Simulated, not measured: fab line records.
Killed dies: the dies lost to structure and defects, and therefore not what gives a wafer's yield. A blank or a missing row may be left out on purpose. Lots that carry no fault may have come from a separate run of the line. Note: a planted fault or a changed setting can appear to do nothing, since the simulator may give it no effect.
fab line records || flow n5-finfet || part 2 of 2: steps 25 to 33 of 33
record: {"lots": 5, "wafers": 15, "last-day": 20}
route steps=1938 shown BEOL_M14@1735
lots that met no fault: taken from a fault-free run of the same line
start-h: start of the lot's first displayed wafer, in hours after the record's first day || wait-h: hours elapsed since this lot's preceding step || " repeats the value in the row above || L1.1+2: one row covering several wafers at once || - value missing, or start not given || * or withheld: withheld || < > ~ a bound
route shown NAME@n: NAME is a module with steps in the file, n the number in the route of the first one || usual: average and standard deviation across the fault-free wafers || same: alike in all rows || chamber/n: place in a boat || sites: each site's reading || _std_site: the values' standard deviation || _edge_site: inner sites' mean taken away from outer sites' mean || radius-mm: for every site, how far away it sits from the centre of the wafer || mask NAME#n: copy n || behind: the most recent tool/chamber to have shaped the wafer || hold: why the lot was held/for how many hours/how that ended || device: the transistor (n, p or np) that didn't switch || end of line: tests run on the same wafers once the route is complete || step lacking rows: just its recipe || killed: dies lost to structure and defects at the first sort, not the wafer's yield || map: per-die view of a wafer (x killed, . not killed, _ where there is no die)
set.NAME: setting as actually run; set.NAME@STEP: the setting as run at that earlier step || model.NAME: the simulator's own value behind a step, which no gauge read
certain route steps with their lots: each step a table, each wafer a row
services: a tool's chamber out of use, with start hour (start-h, from the record's first day; less than 0 if before it), hours out, and reason
== steps ==
step: N5_BEOL_M14_SRD_40
recipe: {"time-s": 30, "temp-c": 23, "rinse-liquid": "diw", "dry": "n2-spin", "spin-rpm": 1500, "dry-time-s": 30}
same: {"dry-time-s": 30}
{"lot.wafer": "L074.3+4+6", "tool": "wet-bench-02", "chamber": "7,2,5", "start-h": 297.22, "wait-h": 0.0}
{"lot.wafer": "L089.2+5+6", "tool": "wet-bench-02", "chamber": "0,6,4", "start-h": 362.69, "wait-h": 0.0}
{"lot.wafer": "L093.2+3+6", "tool": "wet-bench-05", "chamber": "3,1,0", "start-h": 387.84, "wait-h": 0.0}
{"lot.wafer": "L096.1+3+5", "tool": "wet-bench-01", "chamber": "5,0,4", "start-h": 395.86, "wait-h": 0.0}
{"lot.wafer": "L097.3+4+5", "tool": "wet-bench-01", "chamber": "4,0,5", "start-h": 451.03, "wait-h": 0.0}
step: N5_BEOL_M14_DEGAS_41
recipe: {"ambient": "vacuum", "temp-c": 300, "time-s": 60}
usual: {"heater-power-w": "460/64"}
{"lot.wafer": "L074.3", "tool": "pvd-sputter-02", "chamber": "-", "start-h": 297.33, "wait-h": 0.1, "heater-power-w": 410}
{"lot.wafer": "L074.4", "tool": "pvd-sputter-02", "chamber": "-", "start-h": 297.33, "wait-h": 0.1, "heater-power-w": 449}
{"lot.wafer": "L074.6", "tool": "pvd-sputter-02", "chamber": "-", "start-h": 297.33, "wait-h": 0.1, "heater-power-w": 376}
{"lot.wafer": "L089.2", "tool": "pvd-sputter-01", "chamber": "-", "start-h": 363.57, "wait-h": 0.9, "heater-power-w": 450}
{"lot.wafer": "L089.5", "tool": "pvd-sputter-01", "chamber": "-", "start-h": 363.57, "wait-h": 0.9, "heater-power-w": 425}
{"lot.wafer": "L089.6", "tool": "pvd-sputter-01", "chamber": "-", "start-h": 363.57, "wait-h": 0.9, "heater-power-w": 596}
{"lot.wafer": "L093.2", "tool": "pvd-sputter-03", "chamber": "-", "start-h": 388.06, "wait-h": 0.2, "heater-power-w": 445}
{"lot.wafer": "L093.3", "tool": "pvd-sputter-03", "chamber": "-", "start-h": 388.06, "wait-h": 0.2, "heater-power-w": 334}
{"lot.wafer": "L093.6", "tool": "pvd-sputter-03", "chamber": "-", "start-h": 388.06, "wait-h": 0.2, "heater-power-w": 344}
{"lot.wafer": "L096.1", "tool": "pvd-sputter-01", "chamber": "-", "start-h": 396.52, "wait-h": 0.6, "heater-power-w": 420}
{"lot.wafer": "L096.3", "tool": "pvd-sputter-01", "chamber": "-", "start-h": 396.52, "wait-h": 0.6, "heater-power-w": 461}
{"lot.wafer": "L096.5", "tool": "pvd-sputter-01", "chamber": "-", "start-h": 396.52, "wait-h": 0.6, "heater-power-w": 590}
{"lot.wafer": "L097.3", "tool": "pvd-sputter-02", "chamber": "-", "start-h": 452.73, "wait-h": 1.7, "heater-power-w": 378}
{"lot.wafer": "L097.4", "tool": "pvd-sputter-02", "chamber": "-", "start-h": 452.73, "wait-h": 1.7, "heater-power-w": 469}
{"lot.wafer": "L097.5", "tool": "pvd-sputter-02", "chamber": "-", "start-h": 452.73, "wait-h": 1.7, "heater-power-w": 451}
step: N5_BEOL_M14_PRE_CLEAN_42
recipe: {"gas": "H2/He", "time-s": 30, "temp-c": 300}
usual: {"heater-power-w": "461/63"}
{"lot.wafer": "L074.3", "tool": "pvd-sputter-02", "chamber": "-", "start-h": 297.37, "wait-h": 0.0, "heater-power-w": 409}
{"lot.wafer": "L074.4", "tool": "pvd-sputter-02", "chamber": "-", "start-h": 297.37, "wait-h": 0.0, "heater-power-w": 467}
{"lot.wafer": "L074.6", "tool": "pvd-sputter-02", "chamber": "-", "start-h": 297.37, "wait-h": 0.0, "heater-power-w": 384}
{"lot.wafer": "L089.2", "tool": "pvd-sputter-01", "chamber": "-", "start-h": 363.61, "wait-h": 0.0, "heater-power-w": 458}
{"lot.wafer": "L089.5", "tool": "pvd-sputter-01", "chamber": "-", "start-h": 363.61, "wait-h": 0.0, "heater-power-w": 428}
{"lot.wafer": "L089.6", "tool": "pvd-sputter-01", "chamber": "-", "start-h": 363.61, "wait-h": 0.0, "heater-power-w": 593}
{"lot.wafer": "L093.2", "tool": "pvd-sputter-03", "chamber": "-", "start-h": 388.10, "wait-h": 0.0, "heater-power-w": 461}
{"lot.wafer": "L093.3", "tool": "pvd-sputter-03", "chamber": "-", "start-h": 388.10, "wait-h": 0.0, "heater-power-w": 350}
{"lot.wafer": "L093.6", "tool": "pvd-sputter-03", "chamber": "-", "start-h": 388.10, "wait-h": 0.0, "heater-power-w": 343}
{"lot.wafer": "L096.1", "tool": "pvd-sputter-01", "chamber": "-", "start-h": 396.56, "wait-h": 0.0, "heater-power-w": 431}
{"lot.wafer": "L096.3", "tool": "pvd-sputter-01", "chamber": "-", "start-h": 396.56, "wait-h": 0.0, "heater-power-w": 450}
{"lot.wafer": "L096.5", "tool": "pvd-sputter-01", "chamber": "-", "start-h": 396.56, "wait-h": 0.0, "heater-power-w": 589}
{"lot.wafer": "L097.3", "tool": "pvd-sputter-02", "chamber": "-", "start-h": 452.77, "wait-h": 0.0, "heater-power-w": 381}
{"lot.wafer": "L097.4", "tool": "pvd-sputter-02", "chamber": "-", "start-h": 452.77, "wait-h": 0.0, "heater-power-w": 451}
{"lot.wafer": "L097.5", "tool": "pvd-sputter-02", "chamber": "-", "start-h": 452.77, "wait-h": 0.0, "heater-power-w": 452}
step: N5_BEOL_M14_SPUTTER_43
recipe: {"material": "TaN", "target-thk-a": 150, "temp-c": 50, "bias-v": 168.6, "power-w": 15000, "chamber-pressure-pa": 0.12, "time-s": 24.19}
usual: {"substrate-temp-c": "49.99/0.11", "throttle-valve-pct": "29.5/1.6"}
{"lot.wafer": "L074.3", "tool": "pvd-sputter-02", "chamber": "-", "start-h": 297.41, "wait-h": 0.0, "substrate-temp-c": 50.05, "throttle-valve-pct": 29.3}
{"lot.wafer": "L074.4", "tool": "pvd-sputter-02", "chamber": "-", "start-h": 297.41, "wait-h": 0.0, "substrate-temp-c": 49.99, "throttle-valve-pct": 27.1}
{"lot.wafer": "L074.6", "tool": "pvd-sputter-02", "chamber": "-", "start-h": 297.41, "wait-h": 0.0, "substrate-temp-c": 50.00, "throttle-valve-pct": 31.2}
{"lot.wafer": "L089.2", "tool": "pvd-sputter-01", "chamber": "-", "start-h": 363.65, "wait-h": 0.0, "substrate-temp-c": 49.94, "throttle-valve-pct": 30.8}
{"lot.wafer": "L089.5", "tool": "pvd-sputter-01", "chamber": "-", "start-h": 363.65, "wait-h": 0.0, "substrate-temp-c": 49.97, "throttle-valve-pct": 29.9}
{"lot.wafer": "L089.6", "tool": "pvd-sputter-01", "chamber": "-", "start-h": 363.65, "wait-h": 0.0, "substrate-temp-c": 49.72, "throttle-valve-pct": 29.2}
{"lot.wafer": "L093.2", "tool": "pvd-sputter-03", "chamber": "-", "start-h": 388.14, "wait-h": 0.0, "substrate-temp-c": 50.09, "throttle-valve-pct": 32.5}
{"lot.wafer": "L093.3", "tool": "pvd-sputter-03", "chamber": "-", "start-h": 388.14, "wait-h": 0.0, "substrate-temp-c": 50.09, "throttle-valve-pct": 28.6}
{"lot.wafer": "L093.6", "tool": "pvd-sputter-03", "chamber": "-", "start-h": 388.14, "wait-h": 0.0, "substrate-temp-c": 50.02, "throttle-valve-pct": 28.3}
{"lot.wafer": "L096.1", "tool": "pvd-sputter-01", "chamber": "-", "start-h": 396.60, "wait-h": 0.0, "substrate-temp-c": 50.08, "throttle-valve-pct": 29.9}
{"lot.wafer": "L096.3", "tool": "pvd-sputter-01", "chamber": "-", "start-h": 396.60, "wait-h": 0.0, "substrate-temp-c": 50.11, "throttle-valve-pct": 31.2}
{"lot.wafer": "L096.5", "tool": "pvd-sputter-01", "chamber": "-", "start-h": 396.60, "wait-h": 0.0, "substrate-temp-c": 50.11, "throttle-valve-pct": 29.1}
{"lot.wafer": "L097.3", "tool": "pvd-sputter-02", "chamber": "-", "start-h": 452.81, "wait-h": 0.0, "substrate-temp-c": 50.09, "throttle-valve-pct": 30.9}
{"lot.wafer": "L097.4", "tool": "pvd-sputter-02", "chamber": "-", "start-h": 452.81, "wait-h": 0.0, "substrate-temp-c": 50.02, "throttle-valve-pct": 27.6}
{"lot.wafer": "L097.5", "tool": "pvd-sputter-02", "chamber": "-", "start-h": 452.81, "wait-h": 0.0, "substrate-temp-c": 49.98, "throttle-valve-pct": 27.1}
step: N5_BEOL_M14_SPUTTER_44
recipe: {"material": "Ta", "target-thk-a": 150, "temp-c": 50, "bias-v": 80, "power-w": 15000, "chamber-pressure-pa": 0.07, "time-s": 24.19}
usual: {"substrate-temp-c": "50.00/0.11", "throttle-valve-pct": "29.6/1.6"}
{"lot.wafer": "L074.3", "tool": "pvd-sputter-02", "chamber": "-", "start-h": 297.49, "wait-h": 0.0, "substrate-temp-c": 50.10, "throttle-valve-pct": 29.2}
{"lot.wafer": "L074.4", "tool": "pvd-sputter-02", "chamber": "-", "start-h": 297.49, "wait-h": 0.0, "substrate-temp-c": 49.95, "throttle-valve-pct": 27.0}
{"lot.wafer": "L074.6", "tool": "pvd-sputter-02", "chamber": "-", "start-h": 297.49, "wait-h": 0.0, "substrate-temp-c": 50.11, "throttle-valve-pct": 31.2}
{"lot.wafer": "L089.2", "tool": "pvd-sputter-01", "chamber": "-", "start-h": 363.73, "wait-h": 0.0, "substrate-temp-c": 49.79, "throttle-valve-pct": 30.8}
{"lot.wafer": "L089.5", "tool": "pvd-sputter-01", "chamber": "-", "start-h": 363.73, "wait-h": 0.0, "substrate-temp-c": 50.25, "throttle-valve-pct": 29.5}
{"lot.wafer": "L089.6", "tool": "pvd-sputter-01", "chamber": "-", "start-h": 363.73, "wait-h": 0.0, "substrate-temp-c": 50.01, "throttle-valve-pct": 29.0}
{"lot.wafer": "L093.2", "tool": "pvd-sputter-03", "chamber": "-", "start-h": 388.22, "wait-h": 0.0, "substrate-temp-c": 50.12, "throttle-valve-pct": 32.2}
{"lot.wafer": "L093.3", "tool": "pvd-sputter-03", "chamber": "-", "start-h": 388.22, "wait-h": 0.0, "substrate-temp-c": 49.93, "throttle-valve-pct": 28.4}
{"lot.wafer": "L093.6", "tool": "pvd-sputter-03", "chamber": "-", "start-h": 388.22, "wait-h": 0.0, "substrate-temp-c": 50.15, "throttle-valve-pct": 28.3}
{"lot.wafer": "L096.1", "tool": "pvd-sputter-01", "chamber": "-", "start-h": 396.68, "wait-h": 0.0, "substrate-temp-c": 49.77, "throttle-valve-pct": 29.4}
{"lot.wafer": "L096.3", "tool": "pvd-sputter-01", "chamber": "-", "start-h": 396.68, "wait-h": 0.0, "substrate-temp-c": 49.91, "throttle-valve-pct": 30.9}
{"lot.wafer": "L096.5", "tool": "pvd-sputter-01", "chamber": "-", "start-h": 396.68, "wait-h": 0.0, "substrate-temp-c": 49.98, "throttle-valve-pct": 29.4}
{"lot.wafer": "L097.3", "tool": "pvd-sputter-02", "chamber": "-", "start-h": 452.89, "wait-h": 0.0, "substrate-temp-c": 50.07, "throttle-valve-pct": 31.0}
{"lot.wafer": "L097.4", "tool": "pvd-sputter-02", "chamber": "-", "start-h": 452.89, "wait-h": 0.0, "substrate-temp-c": 50.00, "throttle-valve-pct": 27.0}
{"lot.wafer": "L097.5", "tool": "pvd-sputter-02", "chamber": "-", "start-h": 452.89, "wait-h": 0.0, "substrate-temp-c": 50.07, "throttle-valve-pct": 27.3}
step: N5_BEOL_M14_SPUTTER_45
recipe: {"material": "Cu", "target-thk-a": 1000, "temp-c": -20, "bias-v": 60, "power-w": 26000, "chamber-pressure-pa": 0.13, "time-s": 16.67}
usual: {"substrate-temp-c": "-20.01/0.098", "throttle-valve-pct": "29.6/1.6"}
{"lot.wafer": "L074.3", "tool": "pvd-sputter-02", "chamber": "-", "start-h": 297.57, "wait-h": 0.0, "substrate-temp-c": -19.92, "throttle-valve-pct": 29.5}
{"lot.wafer": "L074.4", "tool": "pvd-sputter-02", "chamber": "-", "start-h": 297.57, "wait-h": 0.0, "substrate-temp-c": -19.89, "throttle-valve-pct": 27.1}
{"lot.wafer": "L074.6", "tool": "pvd-sputter-02", "chamber": "-", "start-h": 297.57, "wait-h": 0.0, "substrate-temp-c": -19.97, "throttle-valve-pct": 31.2}
{"lot.wafer": "L089.2", "tool": "pvd-sputter-01", "chamber": "-", "start-h": 363.81, "wait-h": 0.0, "substrate-temp-c": -20.13, "throttle-valve-pct": 30.9}
{"lot.wafer": "L089.5", "tool": "pvd-sputter-01", "chamber": "-", "start-h": 363.81, "wait-h": 0.0, "substrate-temp-c": -19.97, "throttle-valve-pct": 29.8}
{"lot.wafer": "L089.6", "tool": "pvd-sputter-01", "chamber": "-", "start-h": 363.81, "wait-h": 0.0, "substrate-temp-c": -20.10, "throttle-valve-pct": 28.9}
{"lot.wafer": "L093.2", "tool": "pvd-sputter-03", "chamber": "-", "start-h": 388.30, "wait-h": 0.0, "substrate-temp-c": -20.06, "throttle-valve-pct": 32.5}
{"lot.wafer": "L093.3", "tool": "pvd-sputter-03", "chamber": "-", "start-h": 388.30, "wait-h": 0.0, "substrate-temp-c": -20.05, "throttle-valve-pct": 28.3}
{"lot.wafer": "L093.6", "tool": "pvd-sputter-03", "chamber": "-", "start-h": 388.30, "wait-h": 0.0, "substrate-temp-c": -20.10, "throttle-valve-pct": 28.4}
{"lot.wafer": "L096.1", "tool": "pvd-sputter-01", "chamber": "-", "start-h": 396.76, "wait-h": 0.0, "substrate-temp-c": -20.06, "throttle-valve-pct": 29.5}
{"lot.wafer": "L096.3", "tool": "pvd-sputter-01", "chamber": "-", "start-h": 396.76, "wait-h": 0.0, "substrate-temp-c": -20.11, "throttle-valve-pct": 30.9}
{"lot.wafer": "L096.5", "tool": "pvd-sputter-01", "chamber": "-", "start-h": 396.76, "wait-h": 0.0, "substrate-temp-c": -19.91, "throttle-valve-pct": 29.3}
{"lot.wafer": "L097.3", "tool": "pvd-sputter-02", "chamber": "-", "start-h": 452.97, "wait-h": 0.0, "substrate-temp-c": -20.05, "throttle-valve-pct": 31.3}
{"lot.wafer": "L097.4", "tool": "pvd-sputter-02", "chamber": "-", "start-h": 452.97, "wait-h": 0.0, "substrate-temp-c": -19.90, "throttle-valve-pct": 27.1}
{"lot.wafer": "L097.5", "tool": "pvd-sputter-02", "chamber": "-", "start-h": 452.97, "wait-h": 0.0, "substrate-temp-c": -19.93, "throttle-valve-pct": 27.2}
step: N5_BEOL_M14_ECD_47
recipe: {"material": "Cu", "target-thk-a": 12480}
{"lot.wafer": "L074.3+4+6", "tool": "ecd-cu-02", "chamber": "1,0,0", "start-h": 297.74, "wait-h": 0.1}
{"lot.wafer": "L089.2+5+6", "tool": "ecd-cu-01", "chamber": "0,1,0", "start-h": 363.93, "wait-h": 0.1}
{"lot.wafer": "L093.2+3+6", "tool": "ecd-cu-01", "chamber": "1,0,1", "start-h": 388.42, "wait-h": 0.1}
{"lot.wafer": "L096.1+3+5", "tool": "ecd-cu-01", "chamber": 0, "start-h": 396.88, "wait-h": 0.1}
{"lot.wafer": "L097.3+4+5", "tool": "ecd-cu-01", "chamber": "1,0,1", "start-h": 453.14, "wait-h": 0.1}
step: N5_BEOL_M14_ANNEAL_48
recipe: {"temp-c": 225, "time-s": 90, "ambient": "N2"}
usual: {"wafer_temp_C_max": "225.85/0.24"}
{"lot.wafer": "L074.3", "tool": "rtp-anneal-01", "chamber": 0, "start-h": 297.97, "wait-h": 0.2, "wafer_temp_C_max": 225.68}
{"lot.wafer": "L074.4", "tool": "rtp-anneal-01", "chamber": 0, "start-h": 297.97, "wait-h": 0.2, "wafer_temp_C_max": 225.91}
{"lot.wafer": "L074.6", "tool": "rtp-anneal-01", "chamber": 0, "start-h": 297.97, "wait-h": 0.2, "wafer_temp_C_max": 225.84}
{"lot.wafer": "L089.2", "tool": "rtp-anneal-02", "chamber": 0, "start-h": 364.53, "wait-h": 0.5, "wafer_temp_C_max": 225.70}
{"lot.wafer": "L089.5", "tool": "rtp-anneal-02", "chamber": 0, "start-h": 364.53, "wait-h": 0.5, "wafer_temp_C_max": 225.84}
{"lot.wafer": "L089.6", "tool": "rtp-anneal-02", "chamber": 0, "start-h": 364.53, "wait-h": 0.5, "wafer_temp_C_max": 225.84}
{"lot.wafer": "L093.2", "tool": "rtp-anneal-02", "chamber": 0, "start-h": 389.47, "wait-h": 1.0, "wafer_temp_C_max": 225.93}
{"lot.wafer": "L093.3", "tool": "rtp-anneal-02", "chamber": 0, "start-h": 389.47, "wait-h": 1.0, "wafer_temp_C_max": 226.08}
{"lot.wafer": "L093.6", "tool": "rtp-anneal-02", "chamber": 0, "start-h": 389.47, "wait-h": 1.0, "wafer_temp_C_max": 225.78}
{"lot.wafer": "L096.1", "tool": "rtp-anneal-01", "chamber": 0, "start-h": 397.21, "wait-h": 0.3, "wafer_temp_C_max": 226.08}
{"lot.wafer": "L096.3", "tool": "rtp-anneal-01", "chamber": 0, "start-h": 397.21, "wait-h": 0.3, "wafer_temp_C_max": 225.74}
{"lot.wafer": "L096.5", "tool": "rtp-anneal-01", "chamber": 0, "start-h": 397.21, "wait-h": 0.3, "wafer_temp_C_max": 225.99}
{"lot.wafer": "L097.3", "tool": "rtp-anneal-02", "chamber": 0, "start-h": 453.36, "wait-h": 0.2, "wafer_temp_C_max": 225.74}
{"lot.wafer": "L097.4", "tool": "rtp-anneal-02", "chamber": 0, "start-h": 453.36, "wait-h": 0.2, "wafer_temp_C_max": 225.56}
{"lot.wafer": "L097.5", "tool": "rtp-anneal-02", "chamber": 0, "start-h": 453.36, "wait-h": 0.2, "wafer_temp_C_max": 225.65}
step: N5_BEOL_M14_CMP_49
recipe: {"stop-on": "SiO2", "t-overpolish-s": 5.2, "down-force-psi": 2, "platen-rpm": 80, "clearing-platen-down-force-psi": 2, "clearing-platen-rpm": 80, "post-cmp-clean": "cu-alkaline", "target-thk-nm": 560, "clearing-platen-pad-velocity-m-s": 1.5917, "pad-velocity-m-s": 1.5917}
usual: {"barrier-field-endpoint-s": "11.29/0.25", "edge-zone-pressure-frac": "1.001/0.0047", "motor-current-A": "8.1/0.7", "overpolish-run-s": "5.201/0.0086", "time-to-endpoint-s": "122/4"}
{"lot.wafer": "L074.3", "tool": "cmp-02", "chamber": 3, "start-h": 298.17, "wait-h": 0.2, "barrier-field-endpoint-s": 11.59, "edge-zone-pressure-frac": 1.008, "motor-current-A": 8.0, "overpolish-run-s": 5.206, "time-to-endpoint-s": 125}
{"lot.wafer": "L074.4", "tool": "cmp-02", "chamber": 2, "start-h": 298.17, "wait-h": 0.2, "barrier-field-endpoint-s": 11.38, "edge-zone-pressure-frac": 1.002, "motor-current-A": 7.6, "overpolish-run-s": 5.187, "time-to-endpoint-s": 125}
{"lot.wafer": "L074.6", "tool": "cmp-02", "chamber": 0, "start-h": 298.17, "wait-h": 0.2, "barrier-field-endpoint-s": 11.15, "edge-zone-pressure-frac": 0.996, "motor-current-A": 8.0, "overpolish-run-s": 5.202, "time-to-endpoint-s": 121}
{"lot.wafer": "L089.2", "tool": "cmp-03", "chamber": 3, "start-h": 365.12, "wait-h": 0.5, "barrier-field-endpoint-s": 11.32, "edge-zone-pressure-frac": 0.998, "motor-current-A": 9.0, "overpolish-run-s": 5.200, "time-to-endpoint-s": 119}
{"lot.wafer": "L089.5", "tool": "cmp-03", "chamber": 0, "start-h": 365.12, "wait-h": 0.5, "barrier-field-endpoint-s": 11.53, "edge-zone-pressure-frac": 1.001, "motor-current-A": 7.9, "overpolish-run-s": 5.194, "time-to-endpoint-s": 124}
{"lot.wafer": "L089.6", "tool": "cmp-03", "chamber": 1, "start-h": 365.12, "wait-h": 0.5, "barrier-field-endpoint-s": 11.61, "edge-zone-pressure-frac": 1.004, "motor-current-A": 6.9, "overpolish-run-s": 5.206, "time-to-endpoint-s": 126}
{"lot.wafer": "L093.3", "tool": "cmp-01", "chamber": 0, "start-h": 389.80, "wait-h": 0.2, "barrier-field-endpoint-s": 10.91, "edge-zone-pressure-frac": 1.000, "motor-current-A": 8.7, "overpolish-run-s": 5.200, "time-to-endpoint-s": 117}
{"lot.wafer": "L093.2", "tool": "cmp-01", "chamber": 1, "start-h": 389.80, "wait-h": 0.2, "barrier-field-endpoint-s": 10.73, "edge-zone-pressure-frac": 0.998, "motor-current-A": 8.3, "overpolish-run-s": 5.188, "time-to-endpoint-s": 115}
{"lot.wafer": "L093.6", "tool": "cmp-01", "chamber": 3, "start-h": 389.80, "wait-h": 0.2, "barrier-field-endpoint-s": 11.02, "edge-zone-pressure-frac": 1.003, "motor-current-A": 8.2, "overpolish-run-s": 5.198, "time-to-endpoint-s": 121}
{"lot.wafer": "L096.1", "tool": "cmp-01", "chamber": 0, "start-h": 397.55, "wait-h": 0.3, "barrier-field-endpoint-s": 11.43, "edge-zone-pressure-frac": 1.000, "motor-current-A": 8.9, "overpolish-run-s": 5.199, "time-to-endpoint-s": 120}
{"lot.wafer": "L096.3", "tool": "cmp-01", "chamber": 1, "start-h": 397.55, "wait-h": 0.3, "barrier-field-endpoint-s": 11.34, "edge-zone-pressure-frac": 1.003, "motor-current-A": 8.2, "overpolish-run-s": 5.207, "time-to-endpoint-s": 121}
{"lot.wafer": "L096.5", "tool": "cmp-01", "chamber": 0, "start-h": 397.55, "wait-h": 0.3, "barrier-field-endpoint-s": 11.42, "edge-zone-pressure-frac": 0.999, "motor-current-A": 8.6, "overpolish-run-s": 5.206, "time-to-endpoint-s": 120}
{"lot.wafer": "L097.4", "tool": "cmp-02", "chamber": 0, "start-h": 453.61, "wait-h": 0.2, "barrier-field-endpoint-s": 11.43, "edge-zone-pressure-frac": 1.002, "motor-current-A": 7.6, "overpolish-run-s": 5.195, "time-to-endpoint-s": 124}
{"lot.wafer": "L097.3", "tool": "cmp-02", "chamber": 1, "start-h": 453.61, "wait-h": 0.2, "barrier-field-endpoint-s": 11.22, "edge-zone-pressure-frac": 0.999, "motor-current-A": 7.0, "overpolish-run-s": 5.214, "time-to-endpoint-s": 122}
{"lot.wafer": "L097.5", "tool": "cmp-02", "chamber": 0, "start-h": 453.61, "wait-h": 0.2, "barrier-field-endpoint-s": 11.24, "edge-zone-pressure-frac": 0.999, "motor-current-A": 7.6, "overpolish-run-s": 5.193, "time-to-endpoint-s": 125}
== services ==
{"tool": "krf-scanner-01", "chamber": "-", "start-h": 276.07, "hours": 0.9, "kind": "repair"}
{"tool": "wet-bench-05", "chamber": "-", "start-h": 277.43, "hours": 6.4, "kind": "repair"}
{"tool": "rie-diel-05", "chamber": 1, "start-h": 299.46, "hours": 2.0, "kind": "repair"}
{"tool": "rie-diel-06", "chamber": 1, "start-h": 299.65, "hours": 16.4, "kind": "repair"}
{"tool": "krf-scanner-01", "chamber": "-", "start-h": 304.35, "hours": 0.8, "kind": "pm"}
{"tool": "cmp-01", "chamber": "-", "start-h": 313.34, "hours": 12.6, "kind": "repair"}
{"tool": "rie-diel-03", "chamber": "-", "start-h": 322.24, "hours": 2.8, "kind": "pm"}
{"tool": "krf-scanner-02", "chamber": "-", "start-h": 326.94, "hours": 1.7, "kind": "repair"}
{"tool": "krf-scanner-02", "chamber": "-", "start-h": 328.65, "hours": 0.8, "kind": "pm"}
{"tool": "cmp-01", "chamber": "-", "start-h": 330.49, "hours": 0.3, "kind": "repair"}
{"tool": "cmp-01", "chamber": "-", "start-h": 339.13, "hours": 1.6, "kind": "repair"}
{"tool": "krf-scanner-02", "chamber": "-", "start-h": 344.25, "hours": 1.0, "kind": "pm"}
{"tool": "krf-scanner-02", "chamber": "-", "start-h": 352.33, "hours": 1.3, "kind": "pm"}
{"tool": "pvd-sputter-03", "chamber": "-", "start-h": 358.43, "hours": 1.8, "kind": "repair"}
{"tool": "krf-scanner-02", "chamber": "-", "start-h": 374.20, "hours": 7.2, "kind": "pm"}
{"tool": "krf-scanner-02", "chamber": "-", "start-h": 388.01, "hours": 0.5, "kind": "repair"}
{"tool": "rie-diel-05", "chamber": 3, "start-h": 390.05, "hours": 2.9, "kind": "repair"}
{"tool": "cmp-02", "chamber": "-", "start-h": 390.77, "hours": 2.1, "kind": "repair"}
{"tool": "cmp-02", "chamber": "-", "start-h": 396.60, "hours": 0.4, "kind": "repair"}
{"tool": "pvd-sputter-03", "chamber": "-", "start-h": 400.31, "hours": 4.1, "kind": "repair"}
{"tool": "krf-scanner-01", "chamber": "-", "start-h": 401.19, "hours": 3.6, "kind": "pm"}
{"tool": "ecd-cu-01", "chamber": "-", "start-h": 406.36, "hours": 1.5, "kind": "repair"}
{"tool": "ecd-cu-01", "chamber": "-", "start-h": 407.87, "hours": 0.8, "kind": "repair"}
{"tool": "rie-diel-05", "chamber": 2, "start-h": 421.86, "hours": 4.9, "kind": "repair"}
